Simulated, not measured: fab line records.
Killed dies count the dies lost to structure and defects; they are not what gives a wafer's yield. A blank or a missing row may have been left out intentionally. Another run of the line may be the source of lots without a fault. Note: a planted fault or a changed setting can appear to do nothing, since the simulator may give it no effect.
Split-lot trial	flow n5 finfet	21 wafers read across 7 lots, on a route 1938 steps long

== ON THE SPLIT ==
At N5_BEOL_M5_DEP_56 (deposits SiCN from 3MS/NH3, target thk 8 nm, time 14 s), the setting time s was moved away from the recipe's 14 s on 8 of the 21 wafers read, by -13.4% to +13.8%. For the rest of the wafers, this setting stayed at what the recipe calls for.

Reading taken at the split's own step.

== THE READING ==
SiCN_of_BEOL_M5_DEP_56.thk nm (the simulator's own value, which no gauge read), in nm, at N5_BEOL_M5_DEP_56 (deposits SiCN from 3MS/NH3, target thk 8 nm, time 14 s). There is no usual value for it anywhere in the file. Across the 13 wafers here that went through the recipe, the average is 8.1 nm and the standard deviation 0.14 nm.

wafer	tool, chamber at the split	time s as run, s	against the recipe	SiCN_of_BEOL_M5_DEP_56.thk nm, nm	against lot-mates on the recipe
L074.1	pecvd-01, 0	14	recipe	8	-
L074.5	pecvd-01, 0	14	recipe	8	-
L074.2	pecvd-01, 2	14.81	+5.8%	8.6	+0.6
L080.1	pecvd-01, 0	12.97	-7.4%	7.2	-0.8
L080.5	pecvd-01, 0	12.97	-7.4%	7.2	-0.8
L080.2	pecvd-01, 1	14	recipe	8	-
L081.1	pecvd-01, 2,1	14	recipe	8.2	-
L081.5	pecvd-01, 2,1	14	recipe	8.2	-
L081.2	pecvd-01, 0	15.12	+8.0%	8.6	+0.4
L084.1	pecvd-01, 0	15.93	+13.8%	9	+0.9
L084.2	pecvd-01, 2	14	recipe	8	-
L084.4	pecvd-01, 0	14	recipe	8.2	-
L086.1	pecvd-01, 1	14	recipe	8.2	-
L086.3	pecvd-01, 2,0	14	recipe	8	-
L086.5	pecvd-01, 2,0	14	recipe	8	-
L087.3	pecvd-03, 2	12.12	-13.4%	7.2	-1.2
L087.6	pecvd-03, 2	12.12	-13.4%	7.2	-1.2
L087.5	pecvd-03, 0	14	recipe	8.4	-
L091.4	pecvd-03, 2	14	recipe	8.4	-
L091.5	pecvd-03, 1	12.35	-11.8%	7.2	-1.1
L091.6	pecvd-03, 2	14	recipe	8.2	-
Where a row lists several chambers, the file gives one row for several wafers and doesn't say which wafer went through which chamber.

THE FIT
A straight line over all 21 wafers: SiCN_of_BEOL_M5_DEP_56.thk nm changes by +0.075 nm for each +1% of time s; r = +0.94; the points scatter about the line by 0.18 nm.
The same after taking each lot's own level away (the mean of its wafers on the recipe; 21 wafers): +0.0835 nm for each +1%; r = +0.98; scatter 0.12 nm.
That fit puts the effect of the largest move of time s on the reading at 1.2 nm.
The lots' own levels span 8.00 to 8.40 nm, that is 2.8 times the standard deviation above.
So the slope is not independent of the lot-to-lot level: the two fits are not the same.
Check: for one of the wafers moved furthest among these (+13.8%), held out of the fit, the line's prediction against its lot-mates is +1.19 nm. Against them it came out at +0.9 nm.

== ADDITIONAL SPLITS CARRIED BY THESE WAFERS ==
Before the reading, these wafers also passed through other splits. Each is held against what the fit with the lots' levels taken away leaves over:
other split on the same wafers	wafers away from the commonest value	r with SiCN_of_BEOL_M5_DEP_56.thk nm (lot level and that fit taken away)
N5_MOL_CONTACT_COAG_COAT_77 spin rpm	5	+0.31
N5_MOL_CONTACT_COAG_EXPOSE_37 dose mj	7	-0.27
N5_MOL_CONTACT_COAG_DESCUM_45 time s	9	+0.03
N5_BEOL_M0_SAQP_SPACER2_ALD_26 target thk a	5	-0.02
N5_BEOL_M0_ETCH_128 source w	6	-0.13
N5_BEOL_M1_ETCH_64 source w	3	-0.01
N5_BEOL_M1_SPUTTER_48 time s	8	-0.27
N5_BEOL_M4_TRENCH_ETCH_37 bias w	8	-0.03

== FILE'S OWN FIT ==
SiCN_of_BEOL_M5_DEP_56.thk nm changes by +0.0818 nm for each +1% of time s, r = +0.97.
